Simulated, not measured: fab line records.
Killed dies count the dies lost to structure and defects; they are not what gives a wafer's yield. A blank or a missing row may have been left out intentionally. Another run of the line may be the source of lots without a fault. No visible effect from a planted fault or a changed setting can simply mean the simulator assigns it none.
fab line records -- flow n5Finfet
[record] lots = 7, wafers = 39
route steps=1938 shown BEOL_M6@1194 BEOL_M9@1440 BEOL_M10@1470 PASSIVATION@1923
startH: the number of hours between the record's first day and the start of the first shown wafer of the lot -- waitH: hours from the lot's prior step to this one -- " identical to the entry in the row above -- L1.1+2: one row covering several wafers at once -- - no value, or no start given -- * or withheld: withheld -- < > ~ a bound
route shown NAME@n: a module of which the file shows steps, and the number in the route of the first -- usual: average and standard deviation across the fault-free wafers -- same: alike in all rows -- chamber/n: place in a boat -- sites: the reading at each site -- _std_site: the values' standard deviation -- _edge_site: inner sites' mean taken away from outer sites' mean -- radiusMm: for every site, how far away it sits from the centre of the wafer -- mask NAME#n: copy n -- behind: tool/chamber where the wafer was last shaped -- hold: what put the lot on hold/how long, in hours/how the hold closed -- device: transistor that didn't switch, given as n, p or np -- end of line: the same wafers' tests at the end of the route -- a step given without rows: its recipe and nothing more -- killed: dies that structure and defects cost at the first sort, which is not the same as the wafer's yield -- map: a wafer's dies, x killed, . not, _ none there
set.NAME: the run value of the setting; set.NAME@STEP: its run value at that earlier step -- model.NAME: the simulator's own value behind a step, which no gauge read
lots with deliberately changed settings; one table per step, one row per wafer
[[steps]]
[step N5_BEOL_M6_ILD_DEP_00]
[recipe] material = SiCOH_lowk, targetThkA = 1797.5, tempC = 300, precursor = DEMS/porogen, pressureTorr = 5, rfW = 500, timeS = 33.4
lot.wafer,tool,chamber,startH,waitH,set.targetThkA,model.SiCOH_lowk_of_BEOL_M6_ILD_DEP_00.thkNm
L075.1,pecvd-04,0,186.05,0.0,1797.5,176
L075.3,pecvd-04,1,186.05,0.0,1797.5,180.4
L075.6,pecvd-04,2,186.05,0.0,1797.5,178
L074.1+4,pecvd-04,"1,2",190.06,0.0,1797.5,177.2
L074.2,pecvd-04,0,190.06,0.0,1797.5,176.2
L074.3,pecvd-04,2,190.06,0.0,1797.5,175.6
L074.5,pecvd-04,1,190.06,0.0,1797.5,184
L074.6,pecvd-04,0,190.06,0.0,1797.5,179.4
L077.1,pecvd-02,1,190.31,0.0,2736,271.8
L077.2,pecvd-02,0,190.31,0.0,1797.5,179
L077.3,pecvd-02,2,190.31,0.0,1797.5,178.6
L077.4,pecvd-02,2,190.31,0.0,2736,276.2
L077.5,pecvd-02,1,190.31,0.0,2736,274.8
L077.6,pecvd-02,0,190.31,0.0,1797.5,181.2
L084.1,pecvd-02,2,249.03,0.0,1797.5,176.4
L084.2,pecvd-02,1,249.03,0.0,1797.5,176.6
L084.3,pecvd-02,0,249.03,0.0,1797.5,175.8
L084.4,pecvd-02,0,249.03,0.0,1797.5,178.6
L084.5,pecvd-02,2,249.03,0.0,1797.5,180
L084.6,pecvd-02,1,249.03,0.0,1797.5,179.2
L087.1,pecvd-04,1,270.54,0.0,1797.5,178.6
L087.2,pecvd-04,2,270.54,0.0,1797.5,175.4
L087.3,pecvd-04,0,270.54,0.0,2151,213.2
L087.4,pecvd-04,2,270.54,0.0,2151,213.4
L087.5,pecvd-04,0,270.54,0.0,2151,217
L087.6,pecvd-04,1,270.54,0.0,1797.5,182.8
L090.1+3,pecvd-02,"2,1",279.03,0.0,1797.5,176.8
L090.2,pecvd-02,0,279.03,0.0,1797.5,172.6
L090.4,pecvd-02,1,279.03,0.0,1381,137.2
L090.5,pecvd-02,2,279.03,0.0,1381,137.8
L090.6,pecvd-02,0,279.03,0.0,1381,133.8
L094.1,pecvd-04,0,311.99,0.0,1797.5,175.8
L094.2,pecvd-04,1,311.99,0.0,1797.5,177.4
L094.3,pecvd-04,2,311.99,0.0,1797.5,174.6
L094.4,pecvd-04,0,311.99,0.0,1797.5,179.6
L094.5,pecvd-04,1,311.99,0.0,1797.5,181.8
L094.6,pecvd-04,2,311.99,0.0,1797.5,176.2
[step N5_BEOL_M6_CURE_74]
[recipe] tempC = 385, timeS = 240, ambient = He/Ar, material = SiCOH_lowk
lot.wafer,tool,chamber,startH,waitH,set.targetThkA@BEOL_M6_ILD_DEP_00,model.SiCOH_lowk_of_BEOL_M6_ILD_DEP_00.thkNm
L075.1,uvCure-02,2,186.11,0.0,1797.5,151.8
L075.3,uvCure-02,2,186.11,0.0,1797.5,155.6
L075.6,uvCure-02,2,186.11,0.0,1797.5,153.6
L074.1+4,uvCure-01,2,190.13,0.0,1797.5,152.8
L074.2,uvCure-01,2,190.13,0.0,1797.5,152
L074.3,uvCure-01,2,190.13,0.0,1797.5,151.4
L074.5,uvCure-01,2,190.13,0.0,1797.5,158.8
L074.6,uvCure-01,2,190.13,0.0,1797.5,154.6
L077.1,uvCure-03,0,190.38,0.0,2736,235.6
L077.2,uvCure-03,0,190.38,0.0,1797.5,154.4
L077.3,uvCure-03,0,190.38,0.0,1797.5,154
L077.4,uvCure-03,0,190.38,0.0,2736,239.4
L077.5,uvCure-03,0,190.38,0.0,2736,238.2
L077.6,uvCure-03,0,190.38,0.0,1797.5,156.2
L084.1,uvCure-01,2,249.10,0.0,1797.5,152
L084.2,uvCure-01,2,249.10,0.0,1797.5,152.2
L084.3,uvCure-01,2,249.10,0.0,1797.5,151.6
L084.4,uvCure-01,2,249.10,0.0,1797.5,154
L084.5,uvCure-01,2,249.10,0.0,1797.5,155.2
L084.6,uvCure-01,2,249.10,0.0,1797.5,154.4
L087.1,uvCure-03,2,270.61,0.0,1797.5,154
L087.2,uvCure-03,2,270.61,0.0,1797.5,151.2
L087.3,uvCure-03,2,270.61,0.0,2151,184.2
L087.4,uvCure-03,2,270.61,0.0,2151,184.4
L087.5,uvCure-03,2,270.61,0.0,2151,187.6
L087.6,uvCure-03,2,270.61,0.0,1797.5,157.8
L090.1+3,uvCure-03,2,279.54,0.5,1797.5,152.4
L090.2,uvCure-03,2,279.54,0.5,1797.5,148.8
L090.4,uvCure-03,2,279.54,0.5,1381,118
L090.5,uvCure-03,2,279.54,0.5,1381,118.6
L090.6,uvCure-03,2,279.54,0.5,1381,115.2
L094.1,uvCure-02,0,312.05,0.0,1797.5,151.6
L094.2,uvCure-02,0,312.05,0.0,1797.5,153
L094.3,uvCure-02,0,312.05,0.0,1797.5,150.4
L094.4,uvCure-02,0,312.05,0.0,1797.5,154.8
L094.5,uvCure-02,0,312.05,0.0,1797.5,156.8
L094.6,uvCure-02,0,312.05,0.0,1797.5,152
[step N5_BEOL_M6_THK_MEAS_01]
[recipe] reads = SiCOH_lowk_of_BEOL_M6_ILD_DEP_00
[usual] M6_ILD_THK = 154.7/2.2
lot.wafer,tool,chamber,startH,waitH,set.targetThkA@BEOL_M6_ILD_DEP_00,M6_ILD_THK[nm]
L075.1,filmMetro-01,-,187.10,0.8,1797.5,151.7
L075.3,filmMetro-01,-,187.10,0.8,1797.5,155.6
L075.6,filmMetro-01,-,187.10,0.8,1797.5,153.4
L074.1,filmMetro-01,-,190.64,0.4,1797.5,152.7
L074.2,filmMetro-01,-,190.64,0.4,1797.5,152.0
L074.3,filmMetro-01,-,190.64,0.4,1797.5,151.2
L074.4,filmMetro-01,-,190.64,0.4,1797.5,152.8
L074.5,filmMetro-01,-,190.64,0.4,1797.5,158.7
L074.6,filmMetro-01,-,190.64,0.4,1797.5,154.6
L077.1,filmMetro-02,-,190.89,0.4,2736,235.8
L077.2,filmMetro-02,-,190.89,0.4,1797.5,154.4
L077.3,filmMetro-02,-,190.89,0.4,1797.5,154.0
L077.4,filmMetro-02,-,190.89,0.4,2736,239.3
L077.5,filmMetro-02,-,190.89,0.4,2736,238.4
L077.6,filmMetro-02,-,190.89,0.4,1797.5,156.2
L084.1,filmMetro-02,-,249.61,0.4,1797.5,152.0
L084.2,filmMetro-02,-,249.61,0.4,1797.5,152.1
L084.3,filmMetro-02,-,249.61,0.4,1797.5,151.6
L084.4,filmMetro-02,-,249.61,0.4,1797.5,153.9
L084.5,filmMetro-02,-,249.61,0.4,1797.5,155.2
L084.6,filmMetro-02,-,249.61,0.4,1797.5,154.4
L087.1,filmMetro-02,-,271.12,0.4,1797.5,154.1
L087.2,filmMetro-02,-,271.12,0.4,1797.5,151.2
L087.3,filmMetro-02,-,271.12,0.4,2151,184.3
L087.4,filmMetro-02,-,271.12,0.4,2151,184.4
L087.5,filmMetro-02,-,271.12,0.4,2151,187.6
L087.6,filmMetro-02,-,271.12,0.4,1797.5,157.7
L090.1,filmMetro-01,-,280.05,0.4,1797.5,152.4
L090.2,filmMetro-01,-,280.05,0.4,1797.5,148.8
L090.3,filmMetro-01,-,280.05,0.4,1797.5,152.5
L090.4,filmMetro-01,-,280.05,0.4,1381,118.1
L090.5,filmMetro-01,-,280.05,0.4,1381,118.6
L090.6,filmMetro-01,-,280.05,0.4,1381,115.1
L094.1,filmMetro-02,-,312.56,0.4,1797.5,151.5
L094.2,filmMetro-02,-,312.56,0.4,1797.5,153.0
L094.3,filmMetro-02,-,312.56,0.4,1797.5,150.4
L094.4,filmMetro-02,-,312.56,0.4,1797.5,154.9
L094.5,filmMetro-02,-,312.56,0.4,1797.5,156.8
L094.6,filmMetro-02,-,312.56,0.4,1797.5,152.0
[step N5_BEOL_M9_ETCH_66]
[recipe] chemistry = N2/H2, target = SOC, targetDepthA = 800, overetchA = 160, maskMaterial = SiARC, tempC = 40, timeS = 120, ionEnergyEv = 200, pressureMtorr = 30, sourceW = 840, biasW = 150, n2FlowSccm = 200, h2FlowSccm = 200
lot.wafer,tool,chamber,startH,waitH,set.timeS,model.SiARC_of_BEOL_M9_COAT_64.thkNm
L074.1+2,rieDiel-01,"0,3",223.99,0.0,80.78,8.2
L074.3,rieDiel-01,2,223.99,0.0,80.78,8
L074.4,rieDiel-01,1,223.99,0.0,120,6.8
L074.5,rieDiel-01,2,223.99,0.0,120,6
L074.6,rieDiel-01,3,223.99,0.0,120,6.2
L077.1,rieDiel-01,2,226.05,0.0,138.3,5
L077.2,rieDiel-01,3,226.05,0.0,138.3,5.4
L077.3,rieDiel-01,1,226.05,0.0,120,6.6
L077.4,rieDiel-01,0,226.05,0.0,120,6.4
L077.5,rieDiel-01,0,226.05,0.0,138.3,5.6
L077.6,rieDiel-01,1,226.05,0.0,120,6.8
L075.1+3+6,rieDiel-05,"1,3,3",226.24,0.0,120,6.2
L084.1+3,rieDiel-06,"0,3",275.64,0.0,120,6.6
L084.2,rieDiel-06,2,275.64,0.0,120,6.2
L084.4,rieDiel-06,3,275.64,0.0,77.76,8.4
L084.5,rieDiel-06,2,275.64,0.0,77.76,8.2
L084.6,rieDiel-06,0,275.64,0.0,77.76,8.6
L087.1+2,rieDiel-06,"1,2",298.50,0.0,120,6.2
L087.3,rieDiel-06,3,298.50,0.0,120,6.4
L087.4,rieDiel-06,0,298.50,0.0,156,5
L087.5,rieDiel-06,3,298.50,0.0,156,4.8
L087.6,rieDiel-06,2,298.50,0.0,156,4.4
L090.1,rieDiel-05,2,308.19,0.0,120,5.8
L090.2,rieDiel-05,0,308.19,0.0,120,6.4
L090.3+4,rieDiel-05,"1,0",308.19,0.0,71.55,8.6
L090.5,rieDiel-05,1,308.19,0.0,120,6.2
L090.6,rieDiel-05,2,308.19,0.0,71.55,8.4
L094.1+4+5,rieDiel-05,"1,0,0",340.08,0.0,120,6.4
L094.2+3+6,rieDiel-05,"3,2,3",340.08,0.0,120,6
[step N5_BEOL_M10_ILD_DEP_00]
[recipe] material = SiCOH_lowk, targetThkA = 3085.1, tempC = 300, precursor = DEMS/porogen, pressureTorr = 5, rfW = 500, timeS = 58
lot.wafer,tool,chamber,startH,waitH,set.targetThkA,model.SiCOH_lowk_of_BEOL_M10_ILD_DEP_00.thkNm
L074.1,pecvd-04,2,228.36,0.0,3085.1,302.8
L074.2,pecvd-04,1,228.36,0.0,2067,204
L074.3,pecvd-04,0,228.36,0.0,3085.1,310.4
L074.4,pecvd-04,1,228.36,0.0,3085.1,308
L074.5+6,pecvd-04,"2,0",228.36,0.0,2067,210
L077.1,pecvd-03,0,228.80,0.0,3085.1,307
L077.2,pecvd-03,1,228.80,0.0,3085.1,303.2
L077.3,pecvd-03,0,228.80,0.0,3085.1,308
L077.4,pecvd-03,1,228.80,0.0,3085.1,310.2
L077.5,pecvd-03,0,228.80,0.0,3085.1,313
L077.6,pecvd-03,1,228.80,0.0,3085.1,308.2
L075.1,pecvd-04,2,229.12,0.0,3085.1,300.4
L075.3,pecvd-04,1,229.12,0.0,3085.1,301.8
L075.6,pecvd-04,0,229.12,0.0,3085.1,308.2
L084.1,pecvd-04,0,279.02,0.0,3085.1,311.6
L084.2,pecvd-04,2,279.02,0.0,3085.1,305.4
L084.3,pecvd-04,1,279.02,0.0,3085.1,309.4
L084.4,pecvd-04,0,279.02,0.0,3085.1,313.4
L084.5,pecvd-04,1,279.02,0.0,3085.1,313.6
L084.6,pecvd-04,2,279.02,0.0,3085.1,310.6
L087.1,pecvd-03,1,301.65,0.0,3085.1,301
L087.2,pecvd-03,0,301.65,0.0,3085.1,299.8
L087.3,pecvd-03,2,301.65,0.0,4278,423
L087.4,pecvd-03,2,301.65,0.0,4278,432.2
L087.5,pecvd-03,1,301.65,0.0,3085.1,306.6
L087.6,pecvd-03,0,301.65,0.0,4278,431.2
L090.1,pecvd-04,2,311.24,0.0,3085.1,300.4
L090.2+5,pecvd-04,1,311.24,0.0,2207,218.4
L090.3,pecvd-04,0,311.24,0.0,3085.1,302.6
L090.4,pecvd-04,2,311.24,0.0,3085.1,307.2
L090.6,pecvd-04,0,311.24,0.0,2207,223.4
L094.1,pecvd-02,2,343.07,0.0,3085.1,299.2
L094.2,pecvd-02,0,343.07,0.0,1793,173.8
L094.3,pecvd-02,1,343.07,0.0,1793,176.4
L094.4,pecvd-02,0,343.07,0.0,1793,176.6
L094.5,pecvd-02,2,343.07,0.0,3085.1,305.6
L094.6,pecvd-02,1,343.07,0.0,3085.1,309.4
[step N5_BEOL_M10_CURE_71]
[recipe] tempC = 385, timeS = 240, ambient = He/Ar, material = SiCOH_lowk
lot.wafer,tool,chamber,startH,waitH,set.targetThkA@BEOL_M10_ILD_DEP_00,model.SiCOH_lowk_of_BEOL_M10_ILD_DEP_00.thkNm
L074.1,uvCure-02,0,228.44,0.0,3085.1,263
L074.2,uvCure-02,0,228.44,0.0,2067,176.2
L074.3,uvCure-02,0,228.44,0.0,3085.1,269.6
L074.4,uvCure-02,0,228.44,0.0,3085.1,267.6
L074.5+6,uvCure-02,0,228.44,0.0,2067,181.4
L077.1,uvCure-01,0,228.91,0.1,3085.1,266.6
L077.2,uvCure-01,0,228.91,0.1,3085.1,263.4
L077.3,uvCure-01,0,228.91,0.1,3085.1,267.6
L077.4,uvCure-01,0,228.91,0.1,3085.1,269.6
L077.5,uvCure-01,0,228.91,0.1,3085.1,272
L077.6,uvCure-01,0,228.91,0.1,3085.1,267.8
L075.1,uvCure-03,0,229.19,0.0,3085.1,260.8
L075.3,uvCure-03,0,229.19,0.0,3085.1,262
L075.6,uvCure-03,0,229.19,0.0,3085.1,267.8
L084.1,uvCure-02,1,279.25,0.2,3085.1,270.8
L084.2,uvCure-02,1,279.25,0.2,3085.1,265.2
L084.3,uvCure-02,1,279.25,0.2,3085.1,268.8
L084.4,uvCure-02,1,279.25,0.2,3085.1,272.4
L084.5,uvCure-02,1,279.25,0.2,3085.1,272.6
L084.6,uvCure-02,1,279.25,0.2,3085.1,269.8
L087.1,uvCure-01,0,301.73,0.0,3085.1,261.4
L087.2,uvCure-01,0,301.73,0.0,3085.1,260.2
L087.3,uvCure-01,0,301.73,0.0,4278,369.8
L087.4,uvCure-01,0,301.73,0.0,4278,378
L087.5,uvCure-01,0,301.73,0.0,3085.1,266.2
L087.6,uvCure-01,0,301.73,0.0,4278,377
L090.1,uvCure-03,0,311.32,0.0,3085.1,260.8
L090.2+5,uvCure-03,0,311.32,0.0,2207,188.8
L090.3,uvCure-03,0,311.32,0.0,3085.1,262.8
L090.4,uvCure-03,0,311.32,0.0,3085.1,266.8
L090.6,uvCure-03,0,311.32,0.0,2207,193.2
L094.1,uvCure-03,1,343.14,0.0,3085.1,259.8
L094.2,uvCure-03,1,343.14,0.0,1793,149.8
L094.3,uvCure-03,1,343.14,0.0,1793,152
L094.4,uvCure-03,1,343.14,0.0,1793,152.2
L094.5,uvCure-03,1,343.14,0.0,3085.1,265.6
L094.6,uvCure-03,1,343.14,0.0,3085.1,268.8
[step N5_BEOL_M10_THK_MEAS_01]
[recipe] reads = SiCOH_lowk_of_BEOL_M10_ILD_DEP_00
[usual] M10_ILD_THK = 267/3.3
lot.wafer,tool,chamber,startH,waitH,set.targetThkA@BEOL_M10_ILD_DEP_00,M10_ILD_THK[nm]
L074.1,filmMetro-02,-,228.95,0.4,3085.1,263
L074.2,filmMetro-02,-,228.95,0.4,2067,176
L074.3,filmMetro-02,-,228.95,0.4,3085.1,270
L074.4,filmMetro-02,-,228.95,0.4,3085.1,267
L074.5,filmMetro-02,-,228.95,0.4,2067,181
L074.6,filmMetro-02,-,228.95,0.4,2067,181
L077.1,filmMetro-02,-,229.42,0.4,3085.1,267
L077.2,filmMetro-02,-,229.42,0.4,3085.1,263
L077.3,filmMetro-02,-,229.42,0.4,3085.1,268
L077.4,filmMetro-02,-,229.42,0.4,3085.1,269
L077.5,filmMetro-02,-,229.42,0.4,3085.1,272
L077.6,filmMetro-02,-,229.42,0.4,3085.1,268
L075.1,filmMetro-01,-,229.71,0.4,3085.1,261
L075.3,filmMetro-01,-,229.71,0.4,3085.1,262
L075.6,filmMetro-01,-,229.71,0.4,3085.1,268
L084.1,filmMetro-02,-,279.76,0.4,3085.1,271
L084.2,filmMetro-02,-,279.76,0.4,3085.1,265
L084.3,filmMetro-02,-,279.76,0.4,3085.1,269
L084.4,filmMetro-02,-,279.76,0.4,3085.1,272
L084.5,filmMetro-02,-,279.76,0.4,3085.1,273
L084.6,filmMetro-02,-,279.76,0.4,3085.1,270
L087.1,filmMetro-01,-,302.24,0.4,3085.1,261
L087.2,filmMetro-01,-,302.24,0.4,3085.1,260
L087.3,filmMetro-01,-,302.24,0.4,4278,370
L087.4,filmMetro-01,-,302.24,0.4,4278,378
L087.5,filmMetro-01,-,302.24,0.4,3085.1,266
L087.6,filmMetro-01,-,302.24,0.4,4278,377
L090.1,filmMetro-01,-,312.31,0.8,3085.1,261
L090.2,filmMetro-01,-,312.31,0.8,2207,189
L090.3,filmMetro-01,-,312.31,0.8,3085.1,263
L090.4,filmMetro-01,-,312.31,0.8,3085.1,267
L090.5,filmMetro-01,-,312.31,0.8,2207,189
L090.6,filmMetro-01,-,312.31,0.8,2207,193
L094.1,filmMetro-02,-,343.66,0.4,3085.1,260
L094.2,filmMetro-02,-,343.66,0.4,1793,150
L094.3,filmMetro-02,-,343.66,0.4,1793,152
L094.4,filmMetro-02,-,343.66,0.4,1793,152
L094.5,filmMetro-02,-,343.66,0.4,3085.1,266
L094.6,filmMetro-02,-,343.66,0.4,3085.1,269
[step N5_PASSIVATION_DEVELOP_43]
[recipe] developTimeS = 60, rinseLiquid = diw, dry = airSpin, devTempC = 21
lot.wafer,tool,chamber,startH,waitH,set.developTimeS
L074.1+5+6,lithoTrack-04,0,-,-,88.13
L074.2+3+4,lithoTrack-04,0,-,-,60
L077.1+2+3,lithoTrack-04,0,-,-,28.55
L077.4+5+6,lithoTrack-04,0,-,-,60
L075.1+3+6,lithoTrack-02,0,-,-,60
L084.1+4+5,lithoTrack-04,0,-,-,37.53
L084.2+3+6,lithoTrack-04,0,-,-,60
L087.1+4+5,lithoTrack-05,0,-,-,76.21
L087.2+3+6,lithoTrack-05,0,-,-,60
L090.1+4+6,lithoTrack-05,0,-,-,85.11
L090.2+3+5,lithoTrack-05,0,-,-,60
L094.1+2+4,lithoTrack-02,0,-,-,60
L094.3+5+6,lithoTrack-02,0,-,-,82.45
[step N5_PASSIVATION_HARDBAKE_45]
[recipe] tempC = 130, timeS = 120
[step N5_PASSIVATION_CD_MEAS_44]
[recipe] targetCdNm = 40000, landingEnergyEv = 500, detector = seInlens
[usual] cdNm = 40002/3.9
lot.wafer,tool,chamber,startH,waitH,set.developTimeS@PASSIVATION_DEVELOP_43,cdNm
L074.1,cdSem-03,0,284.86,-,88.13,40018
L074.2,cdSem-03,0,284.86,-,60,40002
L074.3,cdSem-03,0,284.86,-,60,40004
L074.4,cdSem-03,0,284.86,-,60,40006
L074.5,cdSem-03,0,284.86,-,88.13,40019
L074.6,cdSem-03,0,284.86,-,88.13,40012
L077.1,cdSem-02,0,285.79,-,28.55,39970
L077.2,cdSem-02,0,285.79,-,28.55,39963
L077.3,cdSem-02,0,285.79,-,28.55,39970
L077.4,cdSem-02,0,285.79,-,60,40005
L077.5,cdSem-02,0,285.79,-,60,39998
L077.6,cdSem-02,0,285.79,-,60,40000
L075.1,cdSem-02,0,286.30,-,60,39999
L075.3,cdSem-02,0,286.30,-,60,40001
L075.6,cdSem-02,0,286.30,-,60,40001
L084.1,cdSem-03,0,344.31,-,37.53,39989
L084.2,cdSem-03,0,344.31,-,60,39999
L084.3,cdSem-03,0,344.31,-,60,39999
L084.4,cdSem-03,0,344.31,-,37.53,39985
L084.5,cdSem-03,0,344.31,-,37.53,39985
L084.6,cdSem-03,0,344.31,-,60,40004
L087.1,cdSem-03,0,356.65,-,76.21,40012
L087.2,cdSem-03,0,356.65,-,60,39999
L087.3,cdSem-03,0,356.65,-,60,40007
L087.4,cdSem-03,0,356.65,-,76.21,40017
L087.5,cdSem-03,0,356.65,-,76.21,40015
L087.6,cdSem-03,0,356.65,-,60,40009
L090.1,cdSem-01,0,366.67,-,85.11,40013
L090.2,cdSem-01,0,366.67,-,60,39992
L090.3,cdSem-01,0,366.67,-,60,40003
L090.4,cdSem-01,0,366.67,-,85.11,40010
L090.5,cdSem-01,0,366.67,-,60,39999
L090.6,cdSem-01,0,366.67,-,85.11,40018
L094.1,cdSem-01,0,400.84,-,60,40009
L094.2,cdSem-01,0,400.84,-,60,40004
L094.3,cdSem-01,0,400.84,-,82.45,40014
L094.4,cdSem-01,0,400.84,-,60,40006
L094.5,cdSem-01,0,400.84,-,82.45,40019
L094.6,cdSem-01,0,400.84,-,82.45,40014
[[key]]
[split] step = N5_BEOL_M6_ILD_DEP_00, setting = targetThkA, stated = 1797.5, by = wafer
[response] step = N5_BEOL_M6_ILD_DEP_00, reading = model.SiCOH_lowk_of_BEOL_M6_ILD_DEP_00.thkNm, change = +1.79, per = 1%, r = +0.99
[response] step = N5_BEOL_M6_CURE_74, reading = model.SiCOH_lowk_of_BEOL_M6_ILD_DEP_00.thkNm, change = +1.57, per = 1%, r = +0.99
[response] step = N5_BEOL_M6_THK_MEAS_01, reading = M6_ILD_THK, change = +1.57, per = 1%, r = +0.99
[split] step = N5_BEOL_M9_ETCH_66, setting = timeS, stated = 120, by = wafer
[response] step = N5_BEOL_M9_ETCH_66, reading = model.SiARC_of_BEOL_M9_COAT_64.thkNm, change = -0.057, per = 1%, r = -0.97
[split] step = N5_BEOL_M10_ILD_DEP_00, setting = targetThkA, stated = 3085.1, by = wafer
[response] step = N5_BEOL_M10_ILD_DEP_00, reading = model.SiCOH_lowk_of_BEOL_M10_ILD_DEP_00.thkNm, change = +3.1, per = 1%, r = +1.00
[response] step = N5_BEOL_M10_CURE_71, reading = model.SiCOH_lowk_of_BEOL_M10_ILD_DEP_00.thkNm, change = +2.73, per = 1%, r = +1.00
[response] step = N5_BEOL_M10_THK_MEAS_01, reading = M10_ILD_THK, change = +2.73, per = 1%, r = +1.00
[split] step = N5_PASSIVATION_DEVELOP_43, setting = developTimeS, stated = 60, by = wafer
[response] step = N5_PASSIVATION_CD_MEAS_44, reading = cdNm, change = +0.407, per = 1%, r = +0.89
